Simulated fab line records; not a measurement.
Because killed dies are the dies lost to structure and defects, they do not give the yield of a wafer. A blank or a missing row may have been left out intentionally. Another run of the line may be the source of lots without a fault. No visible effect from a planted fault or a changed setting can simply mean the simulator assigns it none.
fab line records -- flow n5Finfet
record lots=6, wafers=18, lastDay=18
route steps=1938 shown BEOL_M13@1694 PASSIVATION@1936
lots untouched by any fault: they come from a run of this same line in which no faults occurred
startH: hours from the record's first day to the start of the lot's first wafer shown -- waitH: how many hours have passed since the lot's step before this one -- " unchanged from the row above -- L1.1+2: a row that stands for several wafers -- - no value, or no start given -- * or withheld: withheld -- < > ~ a bound
route shown NAME@n: a module of which the file shows steps, and the number in the route of the first -- usual: mean and standard deviation over wafers with no fault -- same: alike in all rows -- chamber/n: place in a boat -- sites: readings site by site -- _std_site: their standard deviation -- _edge_site: outer sites' mean less inner sites' -- radiusMm: how far each site lies from the wafer's centre -- mask NAME#n: copy n -- behind: the tool/chamber that last shaped the wafer -- hold: what put the lot on hold/how long, in hours/how the hold closed -- device: whichever transistor did not switch (one of n, p or np) -- end of line: at the end of the route, the tests of the same wafers -- where a step has no rows: the recipe by itself -- killed: the dies lost at the first sort to structure and to defects; this is not the yield of the wafer -- map: dies across one wafer; x = killed, . = not, _ = none there
set.NAME: the run value of the setting; set.NAME@STEP: its run value at that earlier step -- model.NAME: the simulator's own value behind a step, which no gauge read
certain route steps with their lots: each step a table, each wafer a row
services: the hour from which a tool's chamber was out of use, counted from the record's first day as startH (under 0 if before that day), plus the number of hours and why
## steps
# step N5_BEOL_M13_ETCH_68
# recipe chemistry=N2/H2, target=SOC, maskMaterial=SiARC, sourceW=3000, biasW=350, tempC=40, timeS=355, ionEnergyEv=200, pressureMtorr=30, n2FlowSccm=200, h2FlowSccm=200
# usual biasW=350.1/0.99, drypumpMotorCurrentA=5.9/0.32, h2FlowSccm=200.1/0.56, oesProductAu=0.81/0.083, rfVppV=523/3.1, showerheadPlenumPTorr=2.51/0.11, throttleValvePct=17.63/0.28
# same timeS=355
lot.wafer,tool,chamber,startH,waitH,biasW,drypumpMotorCurrentA,h2FlowSccm,oesProductAu,rfHoursCounterH,rfVppV,showerheadPlenumPTorr,throttleValvePct
L414.1,rieDiel-06,1,281.22,0.1,350.1,6.3,200.2,0.84,60,521,2.48,17.89
L414.2,rieDiel-06,3,281.22,0.1,351.1,6.0,198.9,0.73,160,521,2.42,17.72
L414.6,rieDiel-06,2,281.22,0.1,350.5,5.9,200.0,0.90,-,524,2.60,17.51
L413.2,rieDiel-03,1,294.67,0.1,350.9,5.6,200.6,0.70,225,518,2.40,18.08
L413.3,rieDiel-03,3,294.67,0.1,349.0,5.5,200.2,0.91,13,528,2.71,17.26
L413.5,rieDiel-03,1,294.67,0.1,349.9,5.6,200.3,0.71,-,521,2.40,18.08
L417.1,rieDiel-04,0,324.19,0.1,349.4,5.5,199.8,0.73,203,521,2.40,17.59
L417.2,rieDiel-04,1,324.19,0.1,350.4,6.2,200.8,0.71,213,526,2.59,17.55
L417.5,rieDiel-04,2,324.19,0.1,350.7,6.0,200.1,0.90,-,526,2.59,17.61
L419.1,rieDiel-03,1,332.56,0.1,350.8,5.6,200.4,0.70,237,520,2.39,18.09
L419.2,rieDiel-03,0,332.56,0.1,348.6,5.8,200.7,0.81,83,524,2.56,18.02
L419.6,rieDiel-03,0,332.56,0.1,349.6,5.8,200.3,0.80,-,525,2.56,18.03
L421.4,rieDiel-03,2,346.11,0.1,350.4,6.6,199.0,0.89,45,522,2.46,17.12
L421.5,rieDiel-03,0,346.11,0.1,349.9,5.8,199.8,0.80,-,524,2.56,18.03
L421.6,rieDiel-03,3,346.11,0.1,350.5,5.5,199.0,0.89,-,529,2.70,17.28
L428.1,rieDiel-04,3,406.35,0.1,349.5,5.6,199.2,0.73,183,517,2.32,17.53
L428.3,rieDiel-04,2,406.35,0.1,349.9,6.1,199.5,0.85,54,523,2.58,17.66
L428.4,rieDiel-04,0,406.35,0.1,350.0,5.4,199.7,0.71,221,522,2.39,17.61
# step N5_BEOL_M13_STRIP_69
# recipe chemistry=N2/H2, tempC=40, n2FlowSccm=200, h2FlowSccm=200, rfFrequencyHz=6e+07
# step N5_BEOL_M13_TRENCH_ETCH_34
# recipe chemistry=C4F8/O2/Ar, target=SiOC, targetDepthA=4134.7, maskMaterial=SOC, pressureMtorr=30, sourceW=3000, biasW=700, Ar_flow_sccm=400, C4F8_flow_sccm=15, O2_flow_sccm=8, heInnerTorr=15, heOuterTorr=30, timeS=162.6, ionEnergyEv=250
# step N5_BEOL_M13_STRIP_70
# recipe chemistry=C4F8/O2/Ar, resist=SiARC, rfFrequencyHz=6e+07
# step N5_BEOL_M13_OCD_MEAS_35
# usual trenchDepthNm=413/6.3
lot.wafer,tool,chamber,startH,waitH,trenchDepthNm
L414.1,ocd-02,-,281.61,0.0,421
L414.2,ocd-02,-,281.61,0.0,414
L414.6,ocd-02,-,281.61,0.0,422
L413.2,ocd-01,-,295.07,0.0,405
L413.3,ocd-01,-,295.07,0.0,417
L413.5,ocd-01,-,295.07,0.0,406
L417.1,ocd-01,-,324.59,0.0,408
L417.2,ocd-01,-,324.59,0.0,408
L417.5,ocd-01,-,324.59,0.0,419
L419.1,ocd-02,-,332.96,0.0,405
L419.2,ocd-02,-,332.96,0.0,405
L419.6,ocd-02,-,332.96,0.0,405
L421.4,ocd-01,-,346.51,0.0,417
L421.5,ocd-01,-,346.51,0.0,410
L421.6,ocd-01,-,346.51,0.0,421
L428.1,ocd-01,-,406.74,0.0,402
L428.3,ocd-01,-,406.74,0.0,412
L428.4,ocd-01,-,406.74,0.0,404
# step N5_BEOL_M13_STRIP_37
# recipe chemistry=N2/H2, powerW=1000, tempC=250, h2Frac=0.65, overashFraction=0.3, pressureMtorr=withheld, n2FlowSccm=1750, h2FlowSccm=3250
# step N5_BEOL_M13_ETCH_38
# recipe chemistry=CF4/N2, target=SiCN, targetDepthA=675, taperDeg=2, timeS=71.9, ionEnergyEv=150, maskMaterial=SiO2, pressureMtorr=40, sourceW=430, biasW=70, Ar_flow_sccm=100, cf4FlowSccm=60, n2FlowSccm=60
# usual biasW=70.00/0.21, drypumpMotorCurrentA=5.9/0.31, oesProductAu=0.82/0.082, rfVppV=382.2/2.5, showerheadPlenumPTorr=2.21/0.093, throttleValvePct=15.35/0.24
# same timeS=71.9
lot.wafer,tool,chamber,startH,waitH,biasW,drypumpMotorCurrentA,oesProductAu,rfHoursCounterH,rfVppV,showerheadPlenumPTorr,throttleValvePct
L414.1,rieDiel-06,3,282.13,-,70.26,6.0,0.73,160,381.5,2.13,15.58
L414.2,rieDiel-06,1,282.13,-,70.08,6.2,0.85,60,382.4,2.16,15.52
L414.6,rieDiel-06,2,282.13,-,69.89,5.9,0.89,-,383.8,2.25,15.13
L413.2,rieDiel-06,3,295.37,-,70.50,5.9,0.74,164,379.8,2.13,15.59
L413.3,rieDiel-06,1,295.37,-,70.19,6.2,0.84,64,380.8,2.15,15.53
L413.5,rieDiel-06,0,295.37,-,70.21,5.5,0.95,-,385.6,2.35,15.14
L417.1,rieDiel-06,1,325.78,-,70.07,6.2,0.83,72,380.0,2.15,15.54
L417.2,rieDiel-06,2,325.78,-,69.98,5.9,0.86,32,383.1,2.25,15.16
L417.5,rieDiel-06,0,325.78,-,70.26,5.5,0.93,-,384.4,2.34,15.15
L419.1,rieDiel-03,3,335.31,-,70.11,5.5,0.87,27,385.0,2.34,14.96
L419.2,rieDiel-03,2,335.31,-,70.09,6.5,0.88,42,381.1,2.16,15.03
L419.6,rieDiel-03,2,335.31,-,69.79,6.5,0.88,-,380.4,2.16,15.03
L421.4,rieDiel-06,0,347.68,-,70.05,5.5,0.92,22,386.2,2.34,15.16
L421.5,rieDiel-06,0,347.68,-,70.28,5.4,0.92,-,385.5,2.34,15.17
L421.6,rieDiel-06,1,347.68,-,70.16,6.2,0.83,-,381.8,2.15,15.54
L428.1,rieDiel-06,0,406.94,-,70.18,5.5,0.89,36,384.6,2.34,15.17
L428.3,rieDiel-06,1,406.94,-,70.02,6.2,0.81,95,381.2,2.14,15.58
L428.4,rieDiel-06,3,406.94,-,70.22,5.9,0.72,192,380.2,2.12,15.66
# step N5_BEOL_M13_PRECLEAN_39
# recipe chemistry=residueRemover, timeS=60, tempC=40
# step N5_BEOL_M13_SRD_40
# recipe timeS=30, tempC=23, rinseLiquid=diw, dry=n2Spin, spinRpm=1500, dryTimeS=30
# step N5_BEOL_M13_DEGAS_41
# recipe ambient=vacuum, tempC=250, timeS=60
# usual heaterPowerW=317/35, susceptorTempC=250.00/0.16
# same timeS=60
lot.wafer,tool,chamber,startH,waitH,heaterPowerW,susceptorTempC
L414.1,pvdSputter-01,-,282.75,0.5,341,249.80
L414.2,pvdSputter-01,-,282.75,0.5,302,250.12
L414.6,pvdSputter-01,-,282.75,0.5,329,249.87
L413.2,pvdSputter-03,-,295.94,0.4,374,249.58
L413.3,pvdSputter-03,-,295.94,0.4,260,250.20
L413.5,pvdSputter-03,-,295.94,0.4,380,249.77
L417.1,pvdSputter-01,-,326.25,0.3,285,250.00
L417.2,pvdSputter-01,-,326.25,0.3,351,249.89
L417.5,pvdSputter-01,-,326.25,0.3,353,249.85
L419.1,pvdSputter-03,-,335.58,0.1,385,250.08
L419.2,pvdSputter-03,-,335.58,0.1,274,249.99
L419.6,pvdSputter-03,-,335.58,0.1,380,250.26
L421.4,pvdSputter-01,-,348.50,0.7,354,250.12
L421.5,pvdSputter-01,-,348.50,0.7,328,250.06
L421.6,pvdSputter-01,-,348.50,0.7,294,249.96
L428.1,pvdSputter-03,-,407.45,0.3,280,249.74
L428.3,pvdSputter-03,-,407.45,0.3,371,250.14
L428.4,pvdSputter-03,-,407.45,0.3,305,250.08
# step N5_BEOL_M13_PRE_CLEAN_42
# recipe gas=H2/He, timeS=30, tempC=250
# step N5_BEOL_M13_SPUTTER_43
# recipe material=TaN, targetThkA=150, tempC=50, biasV=168.6, powerW=15000, chamberPressurePa=0.12, timeS=24.19
# usual susceptorTempC=50.00/0.13, throttleValvePct=29.8/0.79
# same timeS=24.19
lot.wafer,tool,chamber,startH,waitH,susceptorTempC,throttleValvePct
L414.1,pvdSputter-01,-,282.83,0.0,50.12,30.3
L414.2,pvdSputter-01,-,282.83,0.0,49.96,29.6
L414.6,pvdSputter-01,-,282.83,0.0,49.69,29.1
L413.2,pvdSputter-03,-,296.02,0.0,49.95,29.5
L413.3,pvdSputter-03,-,296.02,0.0,49.97,29.5
L413.5,pvdSputter-03,-,296.02,0.0,50.00,29.2
L417.1,pvdSputter-01,-,326.33,0.0,49.84,29.4
L417.2,pvdSputter-01,-,326.33,0.0,50.12,30.0
L417.5,pvdSputter-01,-,326.33,0.0,50.03,30.2
L419.1,pvdSputter-03,-,335.66,0.0,49.75,29.2
L419.2,pvdSputter-03,-,335.66,0.0,50.08,31.0
L419.6,pvdSputter-03,-,335.66,0.0,49.90,29.3
L421.4,pvdSputter-01,-,348.58,0.0,49.84,30.0
L421.5,pvdSputter-01,-,348.58,0.0,50.00,28.9
L421.6,pvdSputter-01,-,348.58,0.0,49.88,29.7
L428.1,pvdSputter-03,-,407.53,0.0,49.97,30.7
L428.3,pvdSputter-03,-,407.53,0.0,49.89,29.3
L428.4,pvdSputter-03,-,407.53,0.0,50.08,30.4
# step N5_BEOL_M13_SPUTTER_44
# recipe material=Ta, targetThkA=100, tempC=50, biasV=80, powerW=15000, chamberPressurePa=0.07, timeS=16.13
# usual susceptorTempC=49.97/0.1, throttleValvePct=29.8/0.79
lot.wafer,tool,chamber,startH,waitH,susceptorTempC,throttleValvePct,model.Ta_of_BEOL_M13_SPUTTER_44.thkNm
L414.1,pvdSputter-01,-,282.91,0.0,49.79,30.0,10
L414.2,pvdSputter-01,-,282.91,0.0,50.06,29.4,10.4
L414.6,pvdSputter-01,-,282.91,0.0,50.02,28.9,10.4
L413.2,pvdSputter-03,-,296.10,0.0,49.87,29.4,10.2
L413.3,pvdSputter-03,-,296.10,0.0,50.06,29.5,10.4
L413.5,pvdSputter-03,-,296.10,0.0,50.03,29.6,10.2
L417.1,pvdSputter-01,-,326.41,0.0,50.15,29.6,10
L417.2,pvdSputter-01,-,326.41,0.0,-,30.3,5.4
L417.5,pvdSputter-01,-,326.41,0.0,49.84,30.2,9.8
L419.1,pvdSputter-03,-,335.74,0.0,49.91,29.5,10
L419.2,pvdSputter-03,-,335.74,0.0,49.89,30.7,10
L419.6,pvdSputter-03,-,335.74,0.0,49.98,29.4,10.2
L421.4,pvdSputter-01,-,348.66,0.0,-,30.3,5.6
L421.5,pvdSputter-01,-,348.66,0.0,50.24,29.1,10.2
L421.6,pvdSputter-01,-,348.66,0.0,49.81,29.5,10.2
L428.1,pvdSputter-03,-,407.61,0.0,50.09,30.9,10.2
L428.3,pvdSputter-03,-,407.61,0.0,50.20,29.5,9.8
L428.4,pvdSputter-03,-,407.61,0.0,50.10,30.0,10
# step N5_BEOL_M13_SPUTTER_45
# recipe material=Cu, targetThkA=800, tempC=-20, biasV=60, powerW=26000, chamberPressurePa=0.13, timeS=13.33
# usual chuckSensorTempC=-15.6/0.42, susceptorTempC=-20.00/0.11, throttleValvePct=29.9/0.78
# same timeS=13.33
lot.wafer,tool,chamber,startH,waitH,chuckSensorTempC,susceptorTempC,throttleValvePct
L414.1,pvdSputter-01,-,282.99,0.0,-15.7,-20.04,30.0
L414.2,pvdSputter-01,-,282.99,0.0,-15.8,-20.09,29.7
L414.6,pvdSputter-01,-,282.99,0.0,-16.2,-19.91,29.0
L413.2,pvdSputter-03,-,296.18,0.0,-14.8,-19.96,29.6
L413.3,pvdSputter-03,-,296.18,0.0,-15.5,-19.98,29.4
L413.5,pvdSputter-03,-,296.18,0.0,-14.8,-19.98,29.6
L417.1,pvdSputter-01,-,326.49,0.0,-15.9,-20.06,29.3
L417.2,pvdSputter-01,-,326.49,0.0,-15.7,-20.03,30.3
L417.5,pvdSputter-01,-,326.49,0.0,-15.7,-20.09,30.2
L419.1,pvdSputter-03,-,335.82,0.0,-14.8,-20.07,29.9
L419.2,pvdSputter-03,-,335.82,0.0,-15.1,-20.15,31.0
L419.6,pvdSputter-03,-,335.82,0.0,-14.8,-20.11,29.5
L421.4,pvdSputter-01,-,348.74,0.0,-15.7,-20.03,30.2
L421.5,pvdSputter-01,-,348.74,0.0,-16.0,-20.06,29.2
L421.6,pvdSputter-01,-,348.74,0.0,-15.8,-19.99,29.5
L428.1,pvdSputter-03,-,407.69,0.0,-15.1,-20.10,31.0
L428.3,pvdSputter-03,-,407.69,0.0,-14.8,-20.11,29.5
L428.4,pvdSputter-03,-,407.69,0.0,-15.4,-20.19,30.3
# step N5_BEOL_M13_ECD_47
# recipe material=Cu, targetThkA=9360
# step N5_BEOL_M13_ANNEAL_48
# recipe tempC=225, timeS=90, ambient=N2
# step N5_BEOL_M13_CMP_49
# recipe stopOn=SiOC, tOverpolishS=17.1, downForcePsi=1, platenRpm=50, clearingPlatenDownForcePsi=1.5, clearingPlatenRpm=50, postCmpClean=cuAlkaline, targetThkNm=420, clearingPlatenPadVelocityMS=0.99484, padVelocityMS=0.99484
# usual barrierFieldEndpointS=30.4/0.82, motorCurrentA=6.1/0.66, platenRpm=50.00/0.035
lot.wafer,tool,chamber,startH,waitH,barrierFieldEndpointS,motorCurrentA,platenRpm
L414.2,cmp-01,1,283.57,0.2,31.1,4.9,50.12
L414.1,cmp-01,3,283.57,0.2,31.5,6.8,50.04
L414.6,cmp-01,2,283.57,0.2,30.9,6.6,49.95
L413.2,cmp-02,3,296.87,0.3,29.9,5.4,49.98
L413.3,cmp-02,0,296.87,0.3,31.5,6.6,49.96
L413.5,cmp-02,2,296.87,0.3,31.4,6.0,49.97
L417.2,cmp-01,3,327.42,0.2,25.1,6.4,49.95
L417.1,cmp-01,0,327.42,0.2,30.0,5.5,50.01
L417.5,cmp-01,3,327.42,0.2,30.1,6.6,49.99
L419.2,cmp-01,2,336.69,0.3,30.9,6.5,49.96
L419.1,cmp-01,0,336.69,0.3,32.8,5.3,49.97
L419.6,cmp-01,3,336.69,0.3,32.3,6.8,50.01
L421.4,cmp-02,0,349.35,0.1,24.5,6.8,50.01
L421.5,cmp-02,0,349.35,0.1,31.1,6.6,50.07
L421.6,cmp-02,1,349.35,0.1,30.1,6.7,49.99
L428.4,cmp-03,2,408.26,0.1,30.2,6.1,50.03
L428.3,cmp-03,3,408.26,0.1,29.7,6.6,49.96
L428.1,cmp-03,0,408.26,0.1,29.5,7.4,50.04
# step N5_BEOL_M13_THK_MEAS_50
# recipe thkMeasGauge=xrf, reads=Cu_of_BEOL_M13_ECD_47
# usual M13_THK=422/7.3
lot.wafer,tool,chamber,startH,waitH,M13_THK[nm]
L414.1,filmMetro-01,-,283.86,-,427
L414.2,filmMetro-01,-,283.86,-,419
L414.6,filmMetro-01,-,283.86,-,428
L413.2,filmMetro-01,-,297.09,-,411
L413.3,filmMetro-01,-,297.09,-,423
L413.5,filmMetro-01,-,297.09,-,416
L417.1,filmMetro-02,-,327.71,-,420
L417.2,filmMetro-02,-,327.71,-,425
L417.5,filmMetro-02,-,327.71,-,432
L419.1,filmMetro-02,-,336.99,-,419
L419.2,filmMetro-02,-,336.99,-,416
L419.6,filmMetro-02,-,336.99,-,416
L421.4,filmMetro-02,-,349.65,-,438
L421.5,filmMetro-02,-,349.65,-,425
L421.6,filmMetro-02,-,349.65,-,433
L428.1,filmMetro-01,-,408.56,-,411
L428.3,filmMetro-01,-,408.56,-,421
L428.4,filmMetro-01,-,408.56,-,414
# step N5_PASSIVATION_PROBE_49
# usual defectLimitedYield=90.9/1.6, killed_at_M0_to_M3=34/10, killed_at_M4_up=13/5.4, killedAtContacts=13/6, killedAtFrontEnd=42/13, killedAtOther=4/3.2, killedDies=107/18, killedOpen=69/14, killedShort=35/7.7, sort_bin_4_leakage=0.02/0.17, sort_bin_5_function=5.3/1, sort_bin_6_memory=3.3/0.75, sortNPass=1073/19, sortYieldPct=90.9/1.6
# same grossDies=1180, killedAtBackSide=0, sort_bin_8_speed[%]=0
lot.wafer,tool,chamber,startH,waitH,defectLimitedYield[%],killed_at_M0_to_M3,killed_at_M4_up,killedAtContacts,killedAtFrontEnd,killedAtOther,killedDies,killedOpen,killedShort,sort_bin_4_leakage[%],sort_bin_5_function[%],sort_bin_6_memory[%],sortNPass,sortYieldPct[%]
L413.2,prober-02,-,327.06,0.1,90.3,46,18,18,25,7,114,74,38,0.08,6.0,3.2,1065,90.3
L413.3,prober-02,-,327.11,0.1,90.6,28,8,27,38,10,111,82,23,0,5.9,3.2,1069,90.6
L413.5,prober-02,-,327.21,0.2,91.4,36,7,22,37,0,102,60,39,0,5.0,3.2,1078,91.4
L419.1,prober-02,-,361.26,0.0,89.6,40,9,12,60,2,123,80,41,0,6.1,4.2,1057,89.6
L419.2,prober-02,-,361.31,0.1,88.6,44,14,9,62,5,134,89,43,0,7.2,3.9,1046,88.6
L419.6,prober-02,-,361.51,0.3,88.1,30,29,17,62,3,141,100,40,0,6.4,5.2,1039,88.1
L421.4,prober-02,-,374.81,0.2,88.4,41,23,7,63,3,137,88,34,0,6.9,4.2,1043,88.4
L421.5,prober-02,-,374.86,0.2,89.2,45,10,13,58,2,128,96,32,0,5.9,4.8,1052,89.2
L421.6,prober-02,-,374.91,0.3,89.4,46,13,10,47,9,125,89,33,0,6.8,3.4,1055,89.4
L428.1,prober-02,-,432.47,0.0,90.3,18,17,16,61,3,115,60,47,0,6.4,3.1,1065,90.3
L428.3,prober-02,-,432.57,0.1,90.8,29,6,13,54,6,108,69,32,0,5.9,3.1,1072,90.8
L428.4,prober-02,-,432.62,0.2,89.3,42,8,8,64,4,126,88,35,0,6.1,3.8,1054,89.3
# killed by level:class
L413.2 MOL_CONTACT_COAG:geometricParticle:open=13 BEOL_M0_SAQP:geometricParticle:open=11 BEOL_M4:geometricParticle:open=10 FIN_SAQP:geometricParticle:short=9 BEOL_M3:geometricParticle:open=9 BEOL_M1:geometricParticle:open=6 MOL_CONTACT_COAG:geometricParticle:short=5 BEOL_M0_SAQP:geometricParticle:short=5
L413.3 MOL_CONTACT_COAG:geometricParticle:open=23 BEOL_M2:geometricParticle:open=16 FIN_SAQP:geometricParticle:open=13 PASSIVATION:areaEtch=6 DUMMY_GATE:geometricParticle:open=5 FIN_SAQP:geometricParticle:short=4 STI_FIN_REVEAL:geometricParticle:open=4 MOL_CONTACT_COAG:geometricParticle:short=4
L413.5 MOL_CONTACT_COAG:geometricParticle:open=15 BEOL_M0_SAQP:geometricParticle:short=12 FIN_SAQP:geometricParticle:short=10 FIN_SAQP:geometricParticle:open=7 STI_FIN_REVEAL:geometricParticle:open=7 BEOL_M0_SAQP:geometricParticle:open=7 MOL_CONTACT_COAG:geometricParticle:short=6 BEOL_M2:geometricParticle:open=6
L419.1 STI_FIN_REVEAL:geometricParticle:open=16 MOL_CONTACT_COAG:geometricParticle:open=9 FIN_SAQP:geometricParticle:short=8 BEOL_M1:geometricParticle:open=8 ILD0:geometricParticle:short=8 BEOL_M0:geometricParticle:open=7 FIN_SAQP:geometricParticle:open=5 BEOL_M3:geometricParticle:open=5
L419.2 STI_FIN_REVEAL:geometricParticle:open=18 FIN_SAQP:geometricParticle:open=12 FIN_SAQP:geometricParticle:short=11 BEOL_M1:geometricParticle:open=10 BEOL_M3:geometricParticle:open=8 MOL_CONTACT_COAG:geometricParticle:open=7 DUMMY_GATE:geometricParticle:open=6 BEOL_M0_SAQP:geometricParticle:open=6
L419.6 STI_FIN_REVEAL:geometricParticle:open=27 BEOL_M4:geometricParticle:open=17 MOL_CONTACT_COAG:geometricParticle:open=16 BEOL_M1:geometricParticle:open=9 BEOL_M4:geometricParticle:short=6 FIN_SAQP:geometricParticle:open=4 STI_FIN_REVEAL:geometricParticle:short=4 SPACER0:geometricParticle:open=4
L421.4 STI_FIN_REVEAL:geometricParticle:open=15 BEOL_M4:geometricParticle:open=13 FIN_CUT:areaEtch=10 BEOL_M3:geometricParticle:open=9 BEOL_M0_SAQP:geometricParticle:open=8 BEOL_M0_SAQP:geometricParticle:short=7 BEOL_M1:geometricParticle:open=7 FIN_SAQP:geometricParticle:open=6
L421.5 FIN_SAQP:geometricParticle:open=18 STI_FIN_REVEAL:geometricParticle:open=17 BEOL_M2:geometricParticle:open=15 BEOL_M3:geometricParticle:open=10 MOL_CONTACT_COAG:geometricParticle:open=10 BEOL_M0_SAQP:geometricParticle:short=7 DUMMY_GATE:geometricParticle:open=5 FIN_SAQP:geometricParticle:short=4
L421.6 BEOL_M3:geometricParticle:open=16 STI_FIN_REVEAL:geometricParticle:open=12 BEOL_M0_SAQP:geometricParticle:short=7 BEOL_M0_SAQP:geometricParticle:open=7 BEOL_M2:geometricParticle:open=6 FIN_SAQP:geometricParticle:open=5 DUMMY_GATE:geometricParticle:open=5 SPACER0:geometricParticle:open=5
L428.1 FIN_SAQP:geometricParticle:short=17 FIN_SAQP:geometricParticle:open=14 MOL_CONTACT_COAG:geometricParticle:open=12 BEOL_M4:geometricParticle:open=8 STI_FIN_REVEAL:geometricParticle:open=7 BEOL_M3:geometricParticle:open=5 GATE_CUT:geometricParticle:short=4 MOL_CONTACT_COAG:geometricParticle:short=4
L428.3 STI_FIN_REVEAL:geometricParticle:open=18 FIN_SAQP:geometricParticle:open=14 BEOL_M0_SAQP:geometricParticle:open=9 BEOL_M0_SAQP:geometricParticle:short=8 FIN_SAQP:geometricParticle:short=7 MOL_CONTACT_COAG:geometricParticle:open=7 BEOL_M3:geometricParticle:open=5 BEOL_M4:geometricParticle:open=5
L428.4 STI_FIN_REVEAL:geometricParticle:open=23 BEOL_M0_SAQP:geometricParticle:open=12 BEOL_M3:geometricParticle:open=12 FIN_SAQP:geometricParticle:open=10 FIN_SAQP:geometricParticle:short=8 BEOL_M0_SAQP:geometricParticle:short=8 MOL_CONTACT_COAG:geometricParticle:open=7 STI_FIN_REVEAL:geometricParticle:short=5
## services
tool,chamber,startH,hours,kind
cmp-01,-,259.16,1.2,repair
cmp-02,-,263.19,4.4,pm
rieDiel-03,-,267.61,2.8,pm
cmp-03,-,272.64,0.3,repair
cmp-01,-,281.15,0.8,repair
rieDiel-03,3,285.89,4.9,repair
rieDiel-06,-,318.79,1.1,repair
cmp-03,-,332.55,0.6,repair
cmp-03,-,335.14,7.4,pm
rieDiel-04,0,341.79,8.0,repair
rieDiel-06,0,366.77,5.4,repair
rieDiel-03,1,373.77,-,clean
rieDiel-03,1,373.77,-,consumableReplace:esc
rieDiel-03,1,373.77,-,consumableReplace:focusRing
rieDiel-03,1,373.77,-,consumableReplace:showerhead
rieDiel-03,1,373.77,29.0,scheduledDown
rieDiel-03,1,373.77,29.0,ventCycle
cmp-01,-,386.17,4.0,pm
cmp-02,-,388.11,1.2,repair
cmp-01,-,390.17,-,consumableReplace:conditioner
rieDiel-04,0,391.03,6.1,repair
rieDiel-06,3,398.14,6.2,repair
cmp-01,-,398.81,3.7,pm
cmp-01,-,403.47,6.0,repair
## key
firstSign step=N5_BEOL_M13_CMP_49, reading=barrierFieldEndpointS, direction=down, sigmas=6.9, usual=30.4, struck=24.8
effect none on later readings
modelEffect step=N5_BEOL_M13_SPUTTER_44, value=Ta_of_BEOL_M13_SPUTTER_44.thkNm, without=9.8, struck=5.5
metAt N5_BEOL_M13_SPUTTER_44
struckWafers L417.2,L421.4
baselineLoss step=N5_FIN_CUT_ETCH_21, wafers=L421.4
onsetBetween 282.91 326.41
fault kind=processParameterDrift, tool=pvdSputter-01, chamber=-, onsetH=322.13, steps=N5_BEOL_M13_SPUTTER_44, channel=timeS, offset=*, shape=step, endH=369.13, scope=struckWafersOnly, actsIn=*, stated=*
# baselineLoss: these wafers lose ten dies or more at that step, a loss of the line's own and not of a fault; the sort's usual values leave them out
